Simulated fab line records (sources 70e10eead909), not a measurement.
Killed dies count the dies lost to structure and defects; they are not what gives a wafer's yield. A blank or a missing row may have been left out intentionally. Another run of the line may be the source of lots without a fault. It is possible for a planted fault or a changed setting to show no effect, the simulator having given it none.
Which of the tools did it?	flow nand_harc	10 lots, 30 wafers sampled, at 9 steps of a route of 1302

WHAT EACH GAUGE READ, for each wafer
NHARC_A_ONON_D1_THK_MEAS_34: measures by ellipsometry. Usual: thk_nm reads 199.3 nm (standard deviation 2.6).
lot	measured	on	thk_nm (nm)	flag
L505	day 8 12:55	film_metro-01	197.7 196.9 197.0	
L506	day 9 01:01	film_metro-02	194.9 198.1 199.6	
L507	day 10 02:05	film_metro-01	197.4 197.8 201.6	
L509	day 10 15:22	film_metro-01	196.8 200.6 200.2	
L511	day 11 14:11	film_metro-01	200.3 194.7 196.8	
L515	day 13 00:24	film_metro-02	200.3 199.8 197.9	
L517	day 13 10:36	film_metro-02	196.9 198.4 198.7	
L525	day 16 23:02	film_metro-01	201.0 197.5 203.0	
L526	day 17 11:55	film_metro-01	200.4 198.1 199.5	
L527	day 17 16:16	film_metro-02	198.0 200.9 200.4	

NHARC_A_CHANNEL_HOLE_D1_CD_MEAS_10 targets a cd of 100 nm. Usual: cd_nm reads 99.9 nm (standard deviation 0.52).
lot	measured	on	cd_nm (nm)	flag
L505	day 8 19:06	cd_sem-03	100.6 100.0 99.9	
L506	day 9 06:55	cd_sem-01	100.0 99.4 99.4	
L507	day 10 05:17	cd_sem-01	100.4 100.3 100.4	
L509	day 10 18:10	cd_sem-02	99.8 99.2 99.5	
L511	day 11 16:59	cd_sem-03	100.3 100.0 100.4	
L515	day 13 04:49	cd_sem-02	101.0 99.9 99.9	
L517	day 13 15:41	cd_sem-03	100.1 99.5 100.0	
L525	day 17 08:25	cd_sem-02	110.5 99.2 100.2	OFF
L526	day 17 16:29	cd_sem-02	109.3 100.0 98.9	OFF
L527	day 17 21:02	cd_sem-03	100.2 99.9 98.8	

NHARC_A_CHANNEL_HOLE_D1_CD_MEAS_18. Usual: cd_nm reads 100.6 nm (standard deviation 2.8).
lot	measured	on	cd_nm (nm)	flag
L505	day 8 20:23	cd_sem-02	96.8 99.4 101.6	
L506	day 9 08:12	cd_sem-01	101.7 101.5 101.5	
L507	day 10 06:38	cd_sem-03	100.0 98.9 105.8	
L509	day 10 19:27	cd_sem-01	101.2 98.3 100.5	
L511	day 11 18:16	cd_sem-03	101.6 99.8 99.3	
L515	day 13 06:08	cd_sem-03	102.4 98.7 100.5	
L517	day 13 16:58	cd_sem-01	99.4 105.6 101.5	
L525	day 17 09:43	cd_sem-03	114.6 100.9 98.4	
L526	day 17 18:17	cd_sem-03	117.2 100.9 97.0	
L527	day 17 22:19	cd_sem-01	99.0 98.0 100.5	

NHARC_A_CHANNEL_HOLE_D1_CD_MEAS_30. Usual: cd_nm reads 90.0 nm (standard deviation 1.7).
lot	measured	on	cd_nm (nm)	flag
L505	day 9 02:14	cd_sem-03	88.0 90.4 89.3	
L506	day 9 13:50	cd_sem-01	91.9 89.5 89.8	
L507	day 10 12:46	cd_sem-01	91.7 92.2 88.7	
L509	day 11 01:07	cd_sem-01	88.1 88.7 89.4	
L511	day 11 23:51	cd_sem-03	91.2 89.1 89.7	
L515	day 13 13:38	cd_sem-01	92.6 87.3 88.6	
L517	day 13 22:44	cd_sem-03	89.8 91.5 90.1	
L525	day 17 21:00	cd_sem-01	101.8 88.0 90.2	
L526	day 18 03:38	cd_sem-02	98.0 91.9 88.9	
L527	day 18 07:52	cd_sem-01	89.0 91.2 88.5	

NHARC_END_SORT_01. Usual: killed_at_array 59, standard deviation 21; killed_at_other 1.0, standard deviation 1.1; killed_at_periphery 4.0, standard deviation 2.6; killed_dies 64, standard deviation 21; killed_open 3.2, standard deviation 1.7; killed_short 2.5, standard deviation 1.5.
lot	measured	on	killed_at_array	killed_at_other	killed_at_periphery	killed_dies	killed_open	killed_short	flag
L525	day 33 06:11	prober-01	66	1	8	75	3	5	
L526	day 33 14:00	prober-02	57	0	8	65	3	6	

WHICH TOOL RAN EACH LOT (tool, then ch and the chambers of the sampled wafers, then the start)
lot	NHARC_A_CHANNEL_HOLE_D1_EXPOSE_07	NHARC_A_CHANNEL_HOLE_D1_ETCH_38	NHARC_A_CHANNEL_HOLE_D1_ETCH_20	NHARC_A_CHANNEL_HOLE_D1_XSEM_31
L505	arfi_scanner-03 ch 0, day 8 18:58	rie_diel-07 ch 1,2, day 8 19:22	har_etch-02 ch 0, day 8 20:49	xsem-01 ch 0, day 9 02:19
L506	arfi_scanner-01 ch 0, day 9 06:46	rie_diel-12 ch 2,3, day 9 07:11	har_etch-01 ch 0,1, day 9 08:26	xsem-02 ch 0, day 9 13:56
L507	arfi_scanner-03 ch 0, day 10 05:09	rie_diel-07 ch 0,1, day 10 05:35	har_etch-02 ch 0,1, day 10 07:22	xsem-01 ch 0, day 10 12:52
L509	arfi_scanner-02 ch 0, day 10 18:02	rie_diel-12 ch 0,1,2, day 10 18:26	har_etch-01 ch 0,1, day 10 19:38	xsem-02 ch 0, day 11 01:13
L511	arfi_scanner-01 ch 0, day 11 16:51	rie_diel-09 ch 0,1,2, day 11 17:16	har_etch-01 ch 0,1, day 11 18:37	xsem-01 ch 0, day 11 23:56
L515	arfi_scanner-02 ch 0, day 13 04:41	rie_diel-07 ch 1,2,3, day 13 05:05	har_etch-01 ch 0,1, day 13 08:13	xsem-01 ch 0, day 13 13:43
L517	arfi_scanner-02 ch 0, day 13 15:32	rie_diel-07 ch 0,2,3, day 13 15:58	har_etch-02 ch 0,1, day 13 17:19	xsem-02 ch 0, day 13 22:49
L525	arfi_scanner-01 ch 0, day 17 08:16	rie_diel-07 ch 0,1,3, day 17 08:41	har_etch-01 ch 0,1, day 17 15:39	xsem-01 ch 0, day 17 21:05
L526	arfi_scanner-01 ch 0, day 17 16:21	rie_diel-07 ch 0,2,3, day 17 17:16	har_etch-02 ch 0,1, day 17 22:13	xsem-02 ch 0, day 18 03:43
L527	arfi_scanner-02 ch 0, day 17 20:53	rie_diel-07 ch 0,1,3, day 17 21:19	har_etch-02 ch 0,1, day 18 02:23	xsem-02 ch 0, day 18 07:58
- NHARC_A_CHANNEL_HOLE_D1_EXPOSE_07: exposes mask HOLE D1, target cd 100 nm.
- NHARC_A_CHANNEL_HOLE_D1_ETCH_38: etches the open film in CF4, target depth 39 nm, time 65 s.
- NHARC_A_CHANNEL_HOLE_D1_ETCH_20: etches the open film in C4F8/O2/Ar, time 361.9 s, target depth 1600 nm.
- NHARC_A_CHANNEL_HOLE_D1_XSEM_31

AS READ BY THE TOOLS THEMSELVES (means over the sampled wafers that have a number; for cases with no such wafer, the mark the record gives instead)
NHARC_A_CHANNEL_HOLE_D1_ETCH_38. Usual: bias_w 100.0 W, standard deviation 0.3; chamber_pressure_mTorr 50.00 mTorr, standard deviation 0.046; drypump_motor_current_A 5.8 A, standard deviation 0.48; oes_product_au 1.003 a.u., standard deviation 0.015; rf_fwd_power_W 296.7 W, standard deviation 1.5; rf_vpp_V 151.5 V, standard deviation 0.97; showerhead_plenum_p_Torr 1.79 Torr, standard deviation 0.037; throttle_valve_pct 13.284 %, standard deviation 0.0087.
lot	tool	bias_w (W)	chamber_pressure_mTorr (mTorr)	drypump_motor_current_A (A)	oes_product_au (a.u.)	rf_fwd_power_W (W)	rf_vpp_V (V)	showerhead_plenum_p_Torr (Torr)	throttle_valve_pct (%)	flag
L505	rie_diel-07	100.3	49.99	6.2	0.988	295.8	151.3	1.79	13.285	
L506	rie_diel-12	100.0	50.01	5.5	0.995	297.4	150.4	1.76	13.281	
L507	rie_diel-07	100.0	50.00	5.5	1.017	296.4	151.6	1.81	13.294	
L509	rie_diel-12	100.1	50.05	6.2	1.006	297.3	150.0	1.72	13.287	
L511	rie_diel-09	100.0	50.01	5.5	1.009	296.2	151.3	1.81	13.285	
L515	rie_diel-07	100.4	50.00	6.0	0.998	296.6	151.0	1.79	13.272	
L517	rie_diel-07	100.2	49.94	6.0	1.000	297.9	152.3	1.80	13.281	
L525	rie_diel-07	100.2	50.02	5.6	0.998	297.0	151.8	1.80	13.283	
L526	rie_diel-07	100.0	50.03	6.0	1.005	296.5	151.6	1.80	13.286	
L527	rie_diel-07	100.3	50.02	5.6	1.006	296.1	151.3	1.80	13.281	

NHARC_A_CHANNEL_HOLE_D1_ETCH_20. Usual: chamber_pressure_mTorr 20.002 mTorr, standard deviation 0.02; drypump_motor_current_A 5.6 A, standard deviation 0.58; showerhead_plenum_p_Torr 3.706 Torr, standard deviation 0.025; throttle_valve_pct 32.154 %, standard deviation 0.0089.
lot	tool	chamber_pressure_mTorr (mTorr)	drypump_motor_current_A (A)	showerhead_plenum_p_Torr (Torr)	throttle_valve_pct (%)	flag
L505	har_etch-02	20.007	6.4	3.763	32.157	
L506	har_etch-01	20.019	5.7	3.732	32.155	
L507	har_etch-02	20.013	5.9	3.741	32.162	
L509	har_etch-01	20.003	5.7	3.722	32.156	
L511	har_etch-01	19.993	5.6	3.718	32.160	
L515	har_etch-01	19.984	5.7	3.701	32.148	
L517	har_etch-02	20.017	5.4	3.703	32.157	
L525	har_etch-01	19.989	5.7	3.670	32.160	
L526	har_etch-02	20.007	5.9	3.690	32.154	
L527	har_etch-02	19.999	5.9	3.688	32.157	

NHARC_A_CHANNEL_HOLE_D1_XSEM_31. Usual: bot_cd_nm 74.6 nm, standard deviation 1.9; bow_nm 8.59 nm, standard deviation 0.28; tilt_deg 0.06 degrees, standard deviation 0.045.
lot	tool	bot_cd_nm (nm)	bow_nm (nm)	tilt_deg (degrees)	flag
L505	xsem-01	74.7	9.01	0.01	
L506	xsem-02	76.2	8.63	0.17	
L507	xsem-01	75.1	8.65	0.03	
L509	xsem-02	72.7	8.07	0.08	
L511	xsem-01	75.3	8.35	0.10	
L515	xsem-01	74.8	8.99	0.06	
L517	xsem-02	75.4	8.29	0.11	
L525	xsem-01	77.9	8.40	0.12	
L526	xsem-02	76.9	8.82	0.02	
L527	xsem-02	73.5	8.72	0.06	

THE ANSWER, worked out from the rows above alone
Rule: take the mean of a lot's wafers that have a number; if it is more than 3 standard deviations from the usual mean, the lot is off. Also off: a lot with no number at a reading for which 4 or more lots have one. All remaining lots with rows at the step are treated as sound. Order of review: gauges by route order, followed by the tools' own readings, for which a lot's mean as printed above is used. The first step at which some lot is off is used, and at that step the reading that is off furthest; a lot without a number counts as furthest.
Off, at NHARC_A_CHANNEL_HOLE_D1_CD_MEAS_10 on cd_nm: L525, L526.
If a tool, at a process step before that reading, ran all the lots that are off and no sound lot after the first of them, it fits. The gauges at NHARC_A_CHANNEL_HOLE_D1_CD_MEAS_10 are tried like those tools. Can't be told from this: 2 tools fit, arfi_scanner-01 at NHARC_A_CHANNEL_HOLE_D1_EXPOSE_07, cd_sem-02 at NHARC_A_CHANNEL_HOLE_D1_CD_MEAS_10.

WHAT HAD BEEN PUT IN BY THE SIMULATOR
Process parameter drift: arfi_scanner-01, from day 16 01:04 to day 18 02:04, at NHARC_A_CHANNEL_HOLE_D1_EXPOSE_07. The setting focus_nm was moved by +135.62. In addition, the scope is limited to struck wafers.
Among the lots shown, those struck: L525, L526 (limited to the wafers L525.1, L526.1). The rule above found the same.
